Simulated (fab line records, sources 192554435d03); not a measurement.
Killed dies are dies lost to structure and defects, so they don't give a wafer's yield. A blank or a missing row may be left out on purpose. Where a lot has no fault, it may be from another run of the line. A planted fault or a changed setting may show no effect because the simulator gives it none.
Split-lot study + flow n5_finfet + 7 lots, 21 wafers read, on a route of 1938 steps

== SPLIT DETAILS ==
At N5_BEOL_M15_ETCH_61 (etches BARC in N2/H2, target depth 89 nm, overetch 26.7 nm, time 67.9 s), the setting time_s was moved away from the recipe's 67.9 s on 9 of the 21 wafers read, by -17.2% to +9.1%. This setting was run at the recipe's value on the other wafers.

Reading taken at the split's own step.

== THE READING ==
coat_of_BEOL_M15_COAT_22.thk_nm (the simulator's own value, which no gauge read), in nm, at N5_BEOL_M15_ETCH_61 (etches BARC in N2/H2, target depth 89 nm, overetch 26.7 nm, time 67.9 s). No usual value for it is given in the file. Here, 12 wafers ran the recipe; their average is 717.7 nm with a standard deviation of 2.4 nm.

| wafer  | tool, chamber at the split | time_s as run, s | against the recipe | coat_of_BEOL_M15_COAT_22.thk_nm, nm | against lot-mates on the recipe |
|--------|----------------------------|------------------|--------------------|-------------------------------------|---------------------------------|
| L075.2 | rie_diel-03, 2             | 74.07            | +9.1%              | 709                                 | -5.8                            |
| L075.3 | rie_diel-03, 1             | 74.07            | +9.1%              | 711.6                               | -3.2                            |
| L075.5 | rie_diel-03, 1             | 67.9             | recipe             | 714.8                               | -                               |
| L077.1 | rie_diel-02, 2             | 67.9             | recipe             | 720                                 | -                               |
| L077.2 | rie_diel-02, 0             | 67.9             | recipe             | 720.6                               | -                               |
| L077.3 | rie_diel-02, 1             | 60.75            | -10.5%             | 724.8                               | +4.5                            |
| L081.3 | rie_diel-03, 2             | 56.85            | -16.3%             | 728.4                               | +10.2                           |
| L081.5 | rie_diel-03, 0             | 56.85            | -16.3%             | 730.6                               | +12.4                           |
| L081.6 | rie_diel-03, 1             | 67.9             | recipe             | 718.2                               | -                               |
| L085.1 | rie_diel-01, 2             | 61.24            | -9.8%              | 717.6                               | +5.4                            |
| L085.3 | rie_diel-01, 1             | 61.24            | -9.8%              | 721                                 | +8.8                            |
| L085.4 | rie_diel-01, 2             | 67.9             | recipe             | 712.2                               | -                               |
| L090.2 | rie_diel-02, 2             | 67.9             | recipe             | 716.8                               | -                               |
| L090.4 | rie_diel-02, 1             | 67.9             | recipe             | 719.8                               | -                               |
| L090.6 | rie_diel-02, 2             | 67.9             | recipe             | 717.2                               | -                               |
| L092.1 | rie_diel-02, 2             | 67.9             | recipe             | 717                                 | -                               |
| L092.4 | rie_diel-02, 0             | 56.22            | -17.2%             | 731.4                               | +14.4                           |
| L092.6 | rie_diel-02, 2             | 56.22            | -17.2%             | 730                                 | +13.0                           |
| L097.1 | rie_diel-01, 1             | 67.9             | recipe             | 715.8                               | -                               |
| L097.2 | rie_diel-01, 3             | 67.9             | recipe             | 719.8                               | -                               |
| L097.3 | rie_diel-01, 0             | 67.9             | recipe             | 720                                 | -                               |

FIT RESULTS
A straight line over all 21 wafers: coat_of_BEOL_M15_COAT_22.thk_nm changes by -0.698 nm for each +1% of time_s; r = -0.91; the points scatter about the line by 2.7 nm.
The same after taking each lot's own level away (the mean of its wafers on the recipe; 21 wafers): -0.683 nm for each +1%; r = -0.96; scatter 1.6 nm.
That fit puts the effect of the largest move of time_s on the reading at 12 nm.
From 712.20 to 720.30 nm: that is the span of the lots' own levels, equal to 3.3 times the standard deviation above.
The two slopes are in agreement: the lot-to-lot level therefore moves the slope only a little.
Check: for one of the wafers moved furthest among these (-17.2%), held out of the fit, the line's prediction against its lot-mates is +11.5 nm. It came out at +14.4 nm against them.

== THE OTHER SPLITS THESE WAFERS WENT THROUGH ==
These wafers also went through other splits before the reading. Each is held against what the fit with the lots' levels taken away leaves over:
| other split on the same wafers | wafers away from the commonest value | r with coat_of_BEOL_M15_COAT_22.thk_nm (lot level and that fit taken away) |
|--------------------------------|--------------------------------------|----------------------------------------------------------------------------|
| N5_BEOL_M11_COAT_22 spin_rpm   | 5                                    | +0.07                                                                      |
| N5_BEOL_M12_EXPOSE_07 dose_mj  | 8                                    | +0.19                                                                      |
| N5_BEOL_M13_COAT_66 spin_rpm   | 7                                    | -0.40                                                                      |
| N5_BEOL_M13_PEB_26 peb_time_s  | 6                                    | -0.40                                                                      |
| N5_BEOL_M14_PEB_08 peb_time_s  | 9                                    | +0.27                                                                      |
| N5_BEOL_M14_ETCH_59 time_s     | 7                                    | -0.36                                                                      |

== THE FILE'S OWN FIT ==
coat_of_BEOL_M15_COAT_22.thk_nm changes by -0.679 nm for each +1% of time_s, r = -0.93.
